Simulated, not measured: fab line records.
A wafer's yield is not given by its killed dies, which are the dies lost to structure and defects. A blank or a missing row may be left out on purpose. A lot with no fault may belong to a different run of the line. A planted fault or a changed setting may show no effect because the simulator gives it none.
Matching of chambers :: flow nand-harc :: rie-si-04 running NHARC_P_GATE_ETCH_32: 4 sister chambers
The step etches the open film in HBr/Cl2, target depth 150 nm, time 100.1 s. 8 wafers are shown with their chamber, then 7 later ones without.

WAFERS, EACH WITH ITS CHAMBER
wafer: L075.4
chamber: 0
drypump-motor-current-A (A): 6.5
throttle-valve-pct (%): 26.399

wafer: L075.6
chamber: 1
drypump-motor-current-A (A): 6.4
throttle-valve-pct (%): 26.410

wafer: L079.4
chamber: 0
drypump-motor-current-A (A): 6.5
throttle-valve-pct (%): 26.406

wafer: L082.1
chamber: 2
drypump-motor-current-A (A): 5.4
throttle-valve-pct (%): 26.407

wafer: L082.2
chamber: 3
drypump-motor-current-A (A): 6.6
throttle-valve-pct (%): 26.402

wafer: L082.4
chamber: 1
drypump-motor-current-A (A): 6.4
throttle-valve-pct (%): 26.408

wafer: L085.3
chamber: 3
drypump-motor-current-A (A): 6.5
throttle-valve-pct (%): 26.411

wafer: L085.4
chamber: 2
drypump-motor-current-A (A): 5.4
throttle-valve-pct (%): 26.397

WAFERS MISSING THEIR CHAMBER
wafer: L085.5
drypump-motor-current-A (A): 6.5
throttle-valve-pct (%): 26.389

wafer: L092.1
drypump-motor-current-A (A): 6.6
throttle-valve-pct (%): 26.411

wafer: L092.5
drypump-motor-current-A (A): 6.5
throttle-valve-pct (%): 26.411

wafer: L092.6
drypump-motor-current-A (A): 6.5
throttle-valve-pct (%): 26.413

wafer: L097.1
drypump-motor-current-A (A): 6.5
throttle-valve-pct (%): 26.385

wafer: L097.3
drypump-motor-current-A (A): 6.6
throttle-valve-pct (%): 26.411

wafer: L097.6
drypump-motor-current-A (A): 6.5
throttle-valve-pct (%): 26.398

WHICH CHAMBER EACH ONE RAN IN
wafer: L085.5
from the rows above: can't be placed: 0 or 3
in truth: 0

wafer: L092.1
from the rows above: can't be placed: 3 or 0
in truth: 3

wafer: L092.5
from the rows above: can't be placed: 0 or 3 or 1
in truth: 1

wafer: L092.6
from the rows above: can't be placed: 3 or 0 or 1
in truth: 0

wafer: L097.1
from the rows above: can't be placed: 0 or 3
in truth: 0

wafer: L097.3
from the rows above: can't be placed: 3 or 0
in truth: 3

wafer: L097.6
from the rows above: can't be placed: 0 or 3
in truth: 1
0 of 7 placed correctly. Can't be placed from these rows: 7 (the true chamber is among the candidates in 6). Placed wrongly: 0.
How it was worked out, from the rows above alone: a wafer's distance from a chamber is the root of the sum, over the readings, of the square of ((its reading less the chamber's mean) divided by the reading's scatter). The wafer belongs to the nearest chamber; if the next one is less than 2 further off, it can't be placed. The mean given for a chamber averages the wafers shown for that chamber. The scatter is the square root of a quotient: the sum, over the shown wafers, of each reading's squared deviation from its chamber's mean, divided by wafers minus chambers.
